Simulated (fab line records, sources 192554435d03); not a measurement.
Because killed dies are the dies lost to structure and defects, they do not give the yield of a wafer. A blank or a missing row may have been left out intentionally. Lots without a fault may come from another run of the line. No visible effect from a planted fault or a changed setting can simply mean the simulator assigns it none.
Lot-split experiment | flow n5_finfet | 21 wafers read across 7 lots, on a route 1938 steps long

## ON THE SPLIT
At N5_BEOL_M9_ETCH_65 (etches SiARC in CF4, target depth 15.6 nm, time 26 s), the setting bias_w was moved away from the recipe's 36 W on 10 of the 21 wafers read, by -14.6% to +17.9%. The other wafers ran this setting at the recipe's value.

The reading is taken at the split's own step.

## THE READING
rf_vpp_V, in V, at N5_BEOL_M9_ETCH_65 (etches SiARC in CF4, target depth 15.6 nm, time 26 s). A value of 184.0 V with a standard deviation of 1.4 V is what fault-free wafers of this fab line usually give.

wafer  | tool, chamber at the split | bias_w as run, W | against the recipe | rf_vpp_V, V | against lot-mates on the recipe
L079.1 | rie_diel-03, 0             | 38.2             | +6.1%              | 191.9       | +6.6
L079.3 | rie_diel-03, 1             | 36               | recipe             | 185.3       | -
L079.4 | rie_diel-03, 3             | 38.2             | +6.1%              | 187.5       | +2.2
L078.1 | rie_diel-05, 2             | 36               | recipe             | 182.9       | -
L078.2 | rie_diel-05, 0             | 30.73            | -14.6%             | 163.9       | -19.0
L078.3 | rie_diel-05, 3             | 30.73            | -14.6%             | 165.0       | -17.9
L081.2 | rie_diel-01, 3             | 42.43            | +17.9%             | 203.7       | +17.8
L081.5 | rie_diel-01, 1             | 36               | recipe             | 185.9       | -
L081.6 | rie_diel-01, 3             | 42.43            | +17.9%             | 205.0       | +19.1
L085.2 | rie_diel-05, 1             | 36               | recipe             | 183.6       | -
L085.4 | rie_diel-05, 3             | 32.75            | -9.0%              | 173.0       | -10.6
L085.6 | rie_diel-05, 0             | 32.75            | -9.0%              | 171.8       | -11.8
L087.1 | rie_diel-01, 1             | 33.64            | -6.6%              | 177.9       | -7.2
L087.2 | rie_diel-01, 2             | 36               | recipe             | 185.4       | -
L087.4 | rie_diel-01, 3             | 36               | recipe             | 184.8       | -
L091.1 | rie_diel-05, 0             | 36               | recipe             | 184.5       | -
L091.2 | rie_diel-05, 3             | 39.91            | +10.9%             | 194.7       | +10.8
L091.4 | rie_diel-05, 1             | 36               | recipe             | 183.2       | -
L097.1 | rie_diel-05, 0             | 36               | recipe             | 183.2       | -
L097.2 | rie_diel-05, 1             | 36               | recipe             | 184.9       | -
L097.4 | rie_diel-05, 2             | 36               | recipe             | 182.2       | -

THE FIT
A straight line over all 21 wafers: rf_vpp_V changes by +1.19 V for each +1% of bias_w; r = +0.99; the points scatter about the line by 1.6 V.
The same after taking each lot's own level away (the mean of its wafers on the recipe; 21 wafers): +1.11 V for each +1%; r = +0.99; scatter 1.3 V.
That fit puts the effect of the largest move of bias_w on the reading at 20 V.
From 182.90 to 185.90 V: that is the span of the lots' own levels, equal to 2.1 times the standard deviation above.
The two slopes agree, so the slope changes little with the lot-to-lot level.
Check: +19.5 V against its lot-mates is what the line predicts for one of the wafers moved furthest among these (+17.9%) when that wafer is left out of the fit. Against them it came out at +17.8 V.
Tool readings at the split's step, against how far the setting was moved: etch_rf_on_time_s r = -0.91; rf_vpp_V r = +0.99.

## OTHER SPLITS ON THESE WAFERS
These wafers also went through other splits before the reading. Each is held against what the fit with the lots' levels taken away leaves over:
other split on the same wafers   | wafers away from the commonest value | r with rf_vpp_V (lot level and that fit taken away)
N5_BEOL_M4_ILD_DEP_00 time_s     | 6                                    | +0.16
N5_BEOL_M4_TRENCH_ETCH_37 bias_w | 9                                    | -0.05
N5_BEOL_M5_ILD_DEP_00 time_s     | 6                                    | +0.04
N5_BEOL_M7_ILD_DEP_00 time_s     | 7                                    | -0.01
N5_BEOL_M7_TRENCH_ETCH_37 bias_w | 8                                    | -0.31
N5_BEOL_M7_ALD_77 ald_cycles     | 8                                    | +0.08
N5_BEOL_M8_DESCUM_16 time_s      | 5                                    | +0.06

## THE WHOLE CHAIN: every reading that the file lists as answering this split, in the file's order
step               | what it does                                         | reading           | change (the file's fit)              | r (the file's)
N5_BEOL_M9_ETCH_65 | etches SiARC in CF4, target depth 15.6 nm, time 26 s | etch_rf_on_time_s | withheld for each +1% of the setting | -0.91
N5_BEOL_M9_ETCH_65 | etches SiARC in CF4, target depth 15.6 nm, time 26 s | rf_vpp_V          | +1.1 V for each +1% of the setting   | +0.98

## THE FILE'S OWN FIT
rf_vpp_V changes by +1.1 V for each +1% of bias_w, r = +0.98.
